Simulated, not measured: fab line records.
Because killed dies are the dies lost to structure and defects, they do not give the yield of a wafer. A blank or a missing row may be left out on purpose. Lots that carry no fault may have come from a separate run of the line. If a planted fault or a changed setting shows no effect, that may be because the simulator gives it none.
fab line records -- flow nandHarc -- part 1 of 2: steps 1 to 4 of 6
record: lots: 24, wafers: 72, lastDay: 33
route steps=1302 shown A_STAIRCASE@704
lots with no fault: from the same line, run without faults
startH: the number of hours between the record's first day and the start of the first shown wafer of the lot -- waitH: hours from the lot's prior step to this one -- " identical to the entry in the row above -- L1.1+2: one row covering several wafers at once -- - value missing, or start not given -- * or withheld: withheld -- < > ~ a bound
route shown NAME@n: names a module that has steps shown in the file, with the first one's number in the route -- usual: mean and standard deviation over wafers with no fault -- same: alike in all rows -- chamber/n: place in a boat -- sites: per-site readings -- _std_site: the values' standard deviation -- _edge_site: the outer-site mean with the inner-site mean subtracted -- radiusMm: how far each site lies from the wafer's centre -- mask NAME#n: copy n -- behind: the tool/chamber that last shaped the wafer -- hold: why the lot was held/for how many hours/how that ended -- device: transistor that didn't switch, given as n, p or np -- end of line: tests run on the same wafers once the route is complete -- a step given without rows: its recipe and nothing more -- killed: dies lost to structure and defects at the first sort, not the wafer's yield -- map: the dies of a wafer, with x for killed, . for not killed, _ for no die there
set.NAME: the run value of the setting; set.NAME@STEP: its run value at that earlier step -- model.NAME: the simulator's own value behind a step, which no gauge read
the route's steps for a sample of lots (tables are steps, rows are wafers)
services: the hour from which a tool's chamber was out of use, counted from the record's first day as startH (under 0 if before that day), plus the number of hours and why
== steps ==
step: NHARC_A_STAIRCASE_ETCH_190
recipe: targetDepthA: 1000, timeS: 40.5, ionEnergyEv: 400, c4f8FlowSccm: 20, o2FlowSccm: 10, arFlowSccm: withheld, rfW: 600, biasW: 1000, chemistry: C4F8/O2
usual: oesProductAu: 0.942/0.0091, rfVppV: 893/5.4
lot.wafer,tool,chamber,startH,waitH,oesProductAu,rfHoursCounterH,rfVppV
L074.1,rieDiel-07,0,-,-,0.945,14,887
L074.3,rieDiel-07,1,-,-,0.938,13,894
L074.6,rieDiel-07,2,-,-,0.940,-,890
L076.4,rieDiel-04,2,-,-,0.928,6,895
L076.2,rieDiel-04,3,-,-,0.928,6,895
L076.3,rieDiel-04,1,-,-,0.946,5,905
L075.3,rieDiel-07,1,-,-,0.942,25,891
L075.6,rieDiel-07,0,-,-,0.938,-,888
L075.5,rieDiel-07,1,-,-,0.940,-,893
L077.3,rieDiel-04,3,-,-,0.936,11,895
L077.4,rieDiel-04,0,-,-,0.931,9,887
L077.5,rieDiel-04,3,-,-,0.937,-,893
L078.2,rieDiel-12,2,-,-,0.935,39,890
L078.3,rieDiel-12,3,-,-,0.925,46,891
L078.6,rieDiel-12,2,-,-,0.935,-,891
L079.1,rieDiel-07,0,-,-,0.958,37,887
L079.2,rieDiel-07,1,-,-,0.937,37,892
L079.6,rieDiel-07,3,-,-,0.955,-,894
L080.1,rieDiel-04,0,-,-,0.945,18,885
L080.4,rieDiel-04,2,-,-,0.934,19,895
L080.5,rieDiel-04,3,-,-,0.951,-,893
L081.1,rieDiel-12,1,-,-,0.938,41,893
L081.4,rieDiel-12,2,-,-,0.945,46,889
L081.6,rieDiel-12,2,-,-,0.946,-,889
L082.2,rieDiel-04,0,-,-,0.926,20,887
L082.6,rieDiel-04,0,-,-,0.931,-,889
L082.5,rieDiel-04,1,-,-,0.932,-,905
L085.4,rieDiel-04,0,-,-,0.951,27,888
L085.1,rieDiel-04,1,-,-,0.936,32,904
L085.5,rieDiel-04,1,-,-,0.949,-,905
L083.2,rieDiel-07,3,-,-,0.932,50,896
L083.4,rieDiel-07,2,-,-,0.949,55,889
L083.6,rieDiel-07,0,-,-,0.949,-,887
L084.4,rieDiel-07,0,-,-,0.953,49,886
L084.3,rieDiel-07,1,-,-,0.943,54,892
L084.5,rieDiel-07,0,-,-,0.955,-,885
L086.3,rieDiel-04,3,-,-,0.932,41,895
L086.2,rieDiel-04,1,-,-,0.935,40,905
L086.4,rieDiel-04,1,-,-,0.934,-,904
L087.2,rieDiel-07,0,-,-,0.962,3,905
L087.3,rieDiel-07,2,-,-,0.937,3,889
L087.4,rieDiel-07,3,-,-,0.955,4,895
L088.3,rieDiel-07,2,-,-,0.926,9,889
L088.4,rieDiel-07,0,-,-,0.931,9,906
L088.6,rieDiel-07,1,-,-,0.942,-,892
L089.4,rieDiel-12,2,-,-,0.949,21,889
L089.6,rieDiel-12,1,-,-,0.939,-,892
L089.5,rieDiel-12,2,-,-,0.940,-,890
L091.2,rieDiel-07,0,-,-,0.944,13,903
L091.3,rieDiel-07,1,-,-,0.937,14,893
L091.5,rieDiel-07,1,-,-,0.939,-,892
L090.4,rieDiel-12,3,-,-,0.942,23,891
L090.1,rieDiel-12,1,-,-,0.951,23,893
L090.6,rieDiel-12,3,-,-,0.947,-,891
L092.4,rieDiel-12,3,-,-,0.947,32,891
L092.3,rieDiel-12,0,-,-,0.950,34,889
L092.5,rieDiel-12,2,-,-,0.934,-,889
L093.2,rieDiel-12,0,-,-,0.949,36,889
L093.1,rieDiel-12,1,-,-,0.938,34,892
L093.3,rieDiel-12,2,-,-,0.942,31,890
L094.2,rieDiel-04,3,-,-,0.947,9,894
L094.3,rieDiel-04,0,-,-,0.956,9,906
L094.5,rieDiel-04,3,-,-,0.951,-,894
L095.3,rieDiel-12,3,-,-,0.954,41,890
L095.6,rieDiel-12,1,-,-,0.945,-,891
L095.5,rieDiel-12,2,-,-,0.953,-,888
L097.3,rieDiel-07,3,-,-,0.947,33,893
L097.5,rieDiel-07,3,-,-,0.947,-,894
L097.6,rieDiel-07,0,-,-,0.955,-,906
L096.3,rieDiel-07,1,-,-,0.936,33,893
L096.2,rieDiel-07,2,-,-,0.930,28,890
L096.6,rieDiel-07,1,-,-,0.941,-,892
step: NHARC_A_STAIRCASE_ETCH_192
recipe: targetDepthA: 1000, timeS: 40.5, ionEnergyEv: 400, c4f8FlowSccm: 20, o2FlowSccm: 10, arFlowSccm: withheld, rfW: 600, biasW: 1000, chemistry: C4F8/O2
usual: oesProductAu: 0.943/0.0091, rfVppV: 893/5.3
lot.wafer,tool,chamber,startH,waitH,oesProductAu,rfHoursCounterH,rfVppV
L074.3,rieDiel-07,1,-,-,0.933,13,892
L074.1,rieDiel-07,3,-,-,0.949,15,895
L074.6,rieDiel-07,1,-,-,0.940,-,892
L076.2,rieDiel-04,2,-,-,0.942,6,897
L076.4,rieDiel-04,0,-,-,0.939,5,887
L076.3,rieDiel-04,1,-,-,0.946,5,905
L075.3,rieDiel-07,1,-,-,0.933,25,894
L075.6,rieDiel-07,2,-,-,0.939,-,890
L075.5,rieDiel-07,3,-,-,0.944,-,896
L077.3,rieDiel-04,0,-,-,0.942,10,887
L077.4,rieDiel-04,2,-,-,0.936,10,896
L077.5,rieDiel-04,0,-,-,0.930,-,888
L078.3,rieDiel-12,1,-,-,0.937,33,894
L078.2,rieDiel-12,2,-,-,0.945,39,889
L078.6,rieDiel-12,1,-,-,0.961,-,894
L079.1,rieDiel-07,2,-,-,0.939,39,891
L079.2,rieDiel-07,1,-,-,0.947,38,893
L079.6,rieDiel-07,2,-,-,0.953,-,889
L080.1,rieDiel-04,0,-,-,0.960,18,887
L080.4,rieDiel-04,2,-,-,0.936,19,896
L080.5,rieDiel-04,3,-,-,0.958,-,894
L081.4,rieDiel-12,1,-,-,0.943,41,892
L081.1,rieDiel-12,2,-,-,0.946,46,888
L081.6,rieDiel-12,3,-,-,0.932,-,890
L082.2,rieDiel-04,0,-,-,0.953,20,886
L082.5,rieDiel-04,2,-,-,0.930,-,896
L082.6,rieDiel-04,3,-,-,0.938,-,895
L085.1,rieDiel-04,2,-,-,0.940,35,896
L085.4,rieDiel-04,1,-,-,0.956,32,905
L085.5,rieDiel-04,2,-,-,0.939,-,895
L083.2,rieDiel-07,3,-,-,0.945,50,895
L083.4,rieDiel-07,0,-,-,0.963,48,887
L083.6,rieDiel-07,2,-,-,0.941,-,890
L084.3,rieDiel-07,1,-,-,0.951,54,892
L084.4,rieDiel-07,0,-,-,0.965,49,886
L084.5,rieDiel-07,2,-,-,0.936,-,889
L086.3,rieDiel-04,3,-,-,0.941,41,894
L086.2,rieDiel-04,0,-,-,0.937,33,885
L086.4,rieDiel-04,0,-,-,0.938,-,886
L087.4,rieDiel-07,2,-,-,0.941,4,891
L087.2,rieDiel-07,0,-,-,0.941,4,906
L087.3,rieDiel-07,1,-,-,0.938,3,891
L088.4,rieDiel-07,0,-,-,0.940,9,906
L088.3,rieDiel-07,1,-,-,0.936,9,892
L088.6,rieDiel-07,0,-,-,0.939,-,906
L089.4,rieDiel-12,0,-,-,0.937,21,888
L089.5,rieDiel-12,3,-,-,0.925,-,892
L089.6,rieDiel-12,0,-,-,0.940,-,889
L091.3,rieDiel-07,3,-,-,0.946,13,895
L091.2,rieDiel-07,1,-,-,0.934,14,891
L091.5,rieDiel-07,3,-,-,0.950,-,896
L090.4,rieDiel-12,3,-,-,0.941,23,892
L090.1,rieDiel-12,1,-,-,0.936,23,893
L090.6,rieDiel-12,3,-,-,0.937,-,892
L092.3,rieDiel-12,0,-,-,0.942,34,889
L092.4,rieDiel-12,1,-,-,0.934,33,892
L092.5,rieDiel-12,1,-,-,0.926,-,893
L093.3,rieDiel-12,2,-,-,0.946,31,889
L093.1,rieDiel-12,3,-,-,0.945,34,891
L093.2,rieDiel-12,0,-,-,0.947,36,889
L094.2,rieDiel-04,3,-,-,0.949,9,894
L094.3,rieDiel-04,0,-,-,0.934,9,906
L094.5,rieDiel-04,2,-,-,0.950,-,895
L095.3,rieDiel-12,2,-,-,0.960,38,888
L095.5,rieDiel-12,3,-,-,0.944,-,892
L095.6,rieDiel-12,0,-,-,0.946,-,890
L097.3,rieDiel-07,3,-,-,0.946,33,893
L097.6,rieDiel-07,2,-,-,0.947,-,889
L097.5,rieDiel-07,3,-,-,0.937,-,895
L096.2,rieDiel-07,1,-,-,0.926,33,892
L096.3,rieDiel-07,3,-,-,0.937,33,894
L096.6,rieDiel-07,1,-,-,0.934,-,892
step: NHARC_A_STAIRCASE_TRIM_196
recipe: timeS: 211.2, o2FlowSccm: 500, arFlowSccm: 0, biasW: 0, chemistry: O2
usual: drypumpMotorCurrentA: 5.8/0.39, oesProductAu: 1.000/0.0067, rfVppV: 57.7/0.93, showerheadPlenumPTorr: 3.46/0.15, throttleValvePct: 17.036/0.0093
lot.wafer,tool,chamber,startH,waitH,drypumpMotorCurrentA,oesProductAu,rfHoursCounterH,rfVppV,showerheadPlenumPTorr,throttleValvePct
L074.1,rieDiel-07,0,356.47,0.1,5.4,1.003,14,57.6,3.29,17.029
L074.3,rieDiel-07,1,356.47,0.1,5.7,0.997,13,57.3,3.45,17.034
L074.6,rieDiel-07,3,356.47,0.1,5.4,1.009,-,57.5,3.53,17.030
L076.2,rieDiel-04,0,382.38,0.1,5.6,1.019,5,57.0,3.29,17.043
L076.4,rieDiel-04,1,382.38,0.1,5.8,1.005,5,58.1,3.80,17.054
L076.3,rieDiel-04,2,382.38,0.1,5.7,0.994,7,57.7,3.54,17.037
L075.3,rieDiel-04,2,385.97,0.1,5.7,0.993,7,57.9,3.54,17.024
L075.5,rieDiel-04,2,385.97,0.1,5.7,0.997,-,57.3,3.54,17.033
L075.6,rieDiel-04,3,385.97,0.1,6.3,1.001,-,57.2,3.50,17.028
L077.3,rieDiel-04,0,396.30,0.1,5.6,0.999,10,56.3,3.29,17.030
L077.4,rieDiel-04,1,396.30,0.1,5.8,1.003,9,59.3,3.80,17.036
L077.5,rieDiel-04,3,396.30,0.1,6.3,1.007,-,59.3,3.49,17.033
L078.2,rieDiel-12,1,402.36,0.1,5.2,0.999,33,58.6,3.46,17.042
L078.3,rieDiel-12,2,402.36,0.1,6.1,1.008,39,56.5,3.36,17.042
L078.6,rieDiel-12,2,402.36,0.1,6.1,0.988,-,56.0,3.36,17.025
L079.1,rieDiel-12,0,417.54,0.1,6.6,0.995,43,57.5,3.36,17.043
L079.2,rieDiel-12,1,417.54,0.1,5.2,0.995,38,57.1,3.46,17.030
L079.6,rieDiel-12,2,417.54,0.1,6.1,0.989,-,57.4,3.36,17.038
L080.4,rieDiel-04,3,424.48,0.1,6.3,1.001,19,58.2,3.49,17.058
L080.1,rieDiel-04,0,424.48,0.1,5.6,1.008,18,56.0,3.28,17.044
L080.5,rieDiel-04,2,424.48,0.1,5.7,0.992,-,56.7,3.53,17.026
L081.1,rieDiel-12,3,425.23,0.1,5.8,1.001,53,57.1,3.41,17.041
L081.4,rieDiel-12,0,425.23,0.1,6.6,1.000,46,56.9,3.36,17.039
L081.6,rieDiel-12,1,425.23,0.1,5.2,0.997,-,57.0,3.45,17.043
L082.2,rieDiel-12,1,438.65,0.1,5.2,0.993,46,56.8,3.45,17.042
L082.5,rieDiel-12,3,438.65,0.1,5.8,0.992,-,56.4,3.41,17.038
L082.6,rieDiel-12,1,438.65,0.1,5.2,0.988,-,57.8,3.45,17.039
L085.4,rieDiel-07,1,459.54,0.1,5.7,1.004,53,56.3,3.43,17.022
L085.1,rieDiel-07,3,459.54,0.1,5.5,0.995,50,57.6,3.51,17.039
L085.5,rieDiel-07,1,459.54,0.1,5.7,1.004,-,58.2,3.42,17.035
L083.2,rieDiel-07,1,460.01,0.1,5.7,0.995,53,57.9,3.42,17.029
L083.4,rieDiel-07,3,460.01,0.1,5.5,0.989,50,58.3,3.51,17.032
L083.6,rieDiel-07,1,460.01,0.1,5.7,1.000,-,57.9,3.42,17.040
L084.3,rieDiel-07,3,462.95,0.1,5.5,1.007,51,56.3,3.51,17.049
L084.4,rieDiel-07,0,462.95,0.1,5.4,1.011,49,56.3,3.27,17.033
L084.5,rieDiel-07,2,462.95,0.1,5.4,1.000,-,58.2,3.35,17.025
L086.2,rieDiel-07,3,480.49,0.1,5.5,0.999,0,57.4,3.51,17.025
L086.3,rieDiel-07,0,480.49,0.1,5.4,1.003,0,57.8,3.81,17.018
L086.4,rieDiel-07,2,480.49,0.1,5.4,0.987,0,57.6,3.35,17.019
L087.2,rieDiel-04,1,492.28,0.1,5.7,1.000,43,59.5,3.78,17.034
L087.3,rieDiel-04,0,492.28,0.1,5.6,1.000,36,57.9,3.28,17.045
L087.4,rieDiel-04,0,492.28,0.1,5.6,1.004,-,57.8,3.27,17.036
L088.3,rieDiel-07,3,510.31,0.1,5.5,1.004,9,58.0,3.50,17.030
L088.4,rieDiel-07,1,510.31,0.1,5.7,1.007,9,57.9,3.42,17.049
L088.6,rieDiel-07,3,510.31,0.1,5.5,1.000,-,58.0,3.50,17.052
L089.4,rieDiel-12,3,511.41,0.1,5.7,1.004,20,57.9,3.39,17.032
L089.5,rieDiel-12,2,511.41,0.1,6.1,1.000,-,56.2,3.34,17.030
L089.6,rieDiel-12,3,511.41,0.1,5.7,1.011,-,58.0,3.39,17.046
L091.2,rieDiel-07,1,524.55,0.1,5.7,1.002,14,57.8,3.42,17.035
L091.3,rieDiel-07,3,524.55,0.1,5.5,0.990,13,58.0,3.50,17.032
L091.5,rieDiel-07,0,524.55,0.1,5.5,0.992,-,58.2,3.80,17.045
L090.1,rieDiel-12,0,525.01,0.1,6.6,1.012,23,57.7,3.34,17.051
L090.4,rieDiel-12,1,525.01,0.1,5.1,1.005,23,58.3,3.44,17.031
L090.6,rieDiel-12,2,525.01,0.1,6.0,1.003,-,58.3,3.34,17.040
L092.4,rieDiel-12,1,542.28,0.1,5.1,0.990,33,58.0,3.43,17.047
L092.3,rieDiel-12,3,542.28,0.1,5.8,1.006,33,56.2,3.39,17.038
L092.5,rieDiel-12,1,542.28,0.1,5.1,0.996,-,58.8,3.43,17.037
L093.1,rieDiel-04,2,546.11,0.1,5.7,0.996,1,59.6,3.51,17.024
L093.2,rieDiel-04,3,546.11,0.1,6.3,1.005,1,58.1,3.47,17.041
L093.3,rieDiel-04,1,546.11,0.1,5.7,1.001,1,58.3,3.77,17.032
L094.2,rieDiel-04,0,573.31,0.1,5.6,0.991,9,58.5,3.80,17.034
L094.3,rieDiel-04,2,573.31,0.1,5.7,0.985,9,58.4,3.51,17.041
L094.5,rieDiel-04,3,573.31,0.1,6.3,1.007,-,56.7,3.46,17.034
L095.3,rieDiel-12,2,573.47,0.1,6.1,1.013,38,58.2,3.33,17.044
L095.6,rieDiel-12,3,573.47,0.1,5.8,0.986,-,57.7,3.38,17.037
L095.5,rieDiel-12,0,573.47,0.1,6.6,1.009,-,57.9,3.33,17.050
L097.3,rieDiel-12,0,588.27,0.1,6.6,1.001,51,57.9,3.33,17.029
L097.6,rieDiel-12,3,588.27,0.1,5.8,0.996,-,56.8,3.38,17.039
L097.5,rieDiel-12,0,588.27,0.1,6.6,1.006,-,56.9,3.33,17.044
L096.2,rieDiel-07,0,588.59,0.1,5.4,0.999,35,58.5,3.79,17.043
L096.3,rieDiel-07,1,588.59,0.1,5.7,0.995,33,57.2,3.41,17.037
L096.6,rieDiel-07,2,588.59,0.1,5.4,0.995,-,57.8,3.33,17.033
step: NHARC_A_STAIRCASE_TRIM_226
recipe: timeS: 211.2, o2FlowSccm: 500, arFlowSccm: 0, biasW: 0, chemistry: O2
usual: drypumpMotorCurrentA: 5.8/0.41, oesProductAu: 0.999/0.0078, rfVppV: 57.6/0.9, showerheadPlenumPTorr: 3.44/0.14, throttleValvePct: 17.036/0.0082
lot.wafer,tool,chamber,startH,waitH,drypumpMotorCurrentA,oesProductAu,rfHoursCounterH,rfVppV,showerheadPlenumPTorr,throttleValvePct
L074.3,rieDiel-12,0,-,-,6.6,0.999,25,56.1,3.37,17.043
L074.1,rieDiel-12,2,-,-,6.0,0.980,29,56.9,3.37,17.035
L074.6,rieDiel-12,3,-,-,5.8,0.995,-,57.1,3.42,17.025
L076.3,rieDiel-07,0,-,-,5.5,0.991,25,57.2,3.28,17.023
L076.4,rieDiel-07,1,-,-,5.7,0.994,26,58.5,3.44,17.034
L076.2,rieDiel-07,3,-,-,5.5,1.001,26,57.6,3.52,17.048
L075.3,rieDiel-07,2,-,-,5.4,0.998,27,58.0,3.37,17.034
L075.6,rieDiel-07,2,-,-,5.4,0.992,-,58.3,3.37,17.038
L075.5,rieDiel-07,3,-,-,5.5,1.002,-,57.8,3.52,17.044
L077.4,rieDiel-04,2,-,-,5.7,0.982,12,58.4,3.53,17.034
L077.3,rieDiel-04,3,-,-,6.3,0.987,13,59.4,3.49,17.053
L077.5,rieDiel-04,2,-,-,5.7,0.991,-,58.7,3.53,17.030
L078.2,rieDiel-12,3,-,-,5.8,0.996,47,56.8,3.41,17.051
L078.3,rieDiel-12,2,-,-,6.0,0.990,40,57.4,3.36,17.053
L078.6,rieDiel-12,1,-,-,5.2,0.995,-,57.2,3.46,17.038
L079.1,rieDiel-07,1,-,-,5.7,0.997,39,58.0,3.43,17.037
L079.2,rieDiel-07,2,-,-,5.4,1.000,40,56.5,3.36,17.048
L079.6,rieDiel-07,1,-,-,5.7,0.994,-,55.6,3.43,17.028
L080.1,rieDiel-12,2,-,-,6.1,0.993,49,57.1,3.36,17.037
L080.4,rieDiel-12,0,-,-,6.6,0.993,51,58.3,3.35,17.029
L080.5,rieDiel-12,2,-,-,6.1,0.992,-,58.7,3.36,17.032
L081.4,rieDiel-04,1,-,-,5.7,1.004,23,58.6,3.79,17.033
L081.1,rieDiel-04,3,-,-,6.3,0.994,24,58.4,3.49,17.033
L081.6,rieDiel-04,2,-,-,5.7,0.990,-,57.7,3.53,17.042
L082.2,rieDiel-07,3,-,-,5.5,0.995,44,58.3,3.52,17.020
L082.5,rieDiel-07,2,-,-,5.4,0.999,-,56.4,3.36,17.023
L082.6,rieDiel-07,3,-,-,5.5,0.996,-,57.9,3.51,17.030
L085.1,rieDiel-04,1,-,-,5.7,0.994,33,59.2,3.79,17.039
L085.4,rieDiel-04,3,-,-,6.3,1.005,-,58.1,3.48,17.037
L085.5,rieDiel-04,1,-,-,5.7,0.992,-,58.1,3.79,17.038
L083.2,rieDiel-12,1,-,-,5.2,0.994,4,58.1,3.45,17.048
L083.4,rieDiel-12,3,-,-,5.7,1.001,5,58.2,3.40,17.030
L083.6,rieDiel-12,2,-,-,6.0,1.007,-,57.5,3.35,17.025
L084.3,rieDiel-04,1,-,-,5.7,1.007,-,59.6,3.79,17.037
L084.4,rieDiel-04,3,-,-,6.4,1.009,-,58.8,3.48,17.031
L084.5,rieDiel-04,3,-,-,6.4,0.998,-,57.5,3.48,17.038
L086.3,rieDiel-07,3,-,-,5.5,0.999,1,57.5,3.51,17.038
L086.4,rieDiel-07,1,-,-,5.7,0.998,1,58.4,3.42,17.037
L086.2,rieDiel-07,2,-,-,5.4,0.984,1,57.2,3.35,17.032
L087.4,rieDiel-12,2,-,-,6.1,1.005,16,56.4,3.35,17.027
L087.2,rieDiel-12,3,-,-,5.7,1.000,14,58.0,3.40,17.031
L087.3,rieDiel-12,0,-,-,6.6,1.014,15,57.3,3.35,17.047
L088.3,rieDiel-12,1,-,-,5.1,0.999,20,57.1,3.44,17.048
L088.4,rieDiel-12,3,-,-,5.8,1.004,-,58.1,3.39,17.040
L088.6,rieDiel-12,2,-,-,6.0,1.007,-,56.3,3.34,17.029
L089.4,rieDiel-04,2,-,-,5.7,0.999,45,57.1,3.52,17.033
L089.5,rieDiel-04,3,-,-,6.3,0.999,-,57.8,3.47,17.033
L089.6,rieDiel-04,0,-,-,5.6,1.000,-,57.2,3.27,17.031
L091.2,rieDiel-07,3,-,-,5.5,0.997,16,58.5,3.50,17.043
L091.3,rieDiel-07,0,-,-,5.5,0.987,16,58.1,3.80,17.043
L091.5,rieDiel-07,0,-,-,5.4,0.997,-,56.5,3.80,17.034
L090.1,rieDiel-12,3,-,-,5.7,1.015,26,56.3,3.39,17.027
L090.4,rieDiel-12,3,-,-,5.7,0.997,-,58.0,3.39,17.035
L090.6,rieDiel-12,1,-,-,5.1,0.991,-,57.6,3.44,17.045
L092.4,rieDiel-12,0,-,-,6.6,1.011,36,57.7,3.33,17.036
L092.3,rieDiel-12,1,-,-,5.2,1.005,34,57.5,3.43,17.029
L092.5,rieDiel-12,3,-,-,5.7,0.991,-,56.7,3.39,17.030
L093.2,rieDiel-12,3,-,-,5.7,1.006,35,57.3,3.39,17.041
L093.3,rieDiel-12,0,-,-,6.6,1.015,37,56.6,3.33,17.030
L093.1,rieDiel-12,1,-,-,5.1,0.994,36,57.0,3.43,17.042
L094.2,rieDiel-12,3,-,-,5.8,1.003,42,57.5,3.38,17.032
L094.3,rieDiel-12,0,-,-,6.6,1.021,45,57.3,3.33,17.022
L094.5,rieDiel-12,2,-,-,6.1,0.997,-,57.8,3.33,17.022
L095.3,rieDiel-04,0,-,-,5.6,0.998,11,59.4,3.80,17.027
L095.6,rieDiel-04,2,-,-,5.7,0.997,-,58.8,3.51,17.039
L095.5,rieDiel-04,3,-,-,6.3,0.986,-,58.6,3.46,17.013
L097.3,rieDiel-12,2,-,-,6.1,0.998,47,57.3,3.33,17.038
L097.5,rieDiel-12,2,-,-,6.1,0.998,-,57.7,3.33,17.046
L097.6,rieDiel-12,3,-,-,5.8,1.008,-,58.5,3.38,17.048
L096.2,rieDiel-12,3,-,-,5.7,1.002,51,58.7,3.38,17.025
L096.3,rieDiel-12,1,-,-,5.2,0.993,52,56.8,3.42,17.031
L096.6,rieDiel-12,3,-,-,5.8,0.999,-,56.1,3.38,17.023
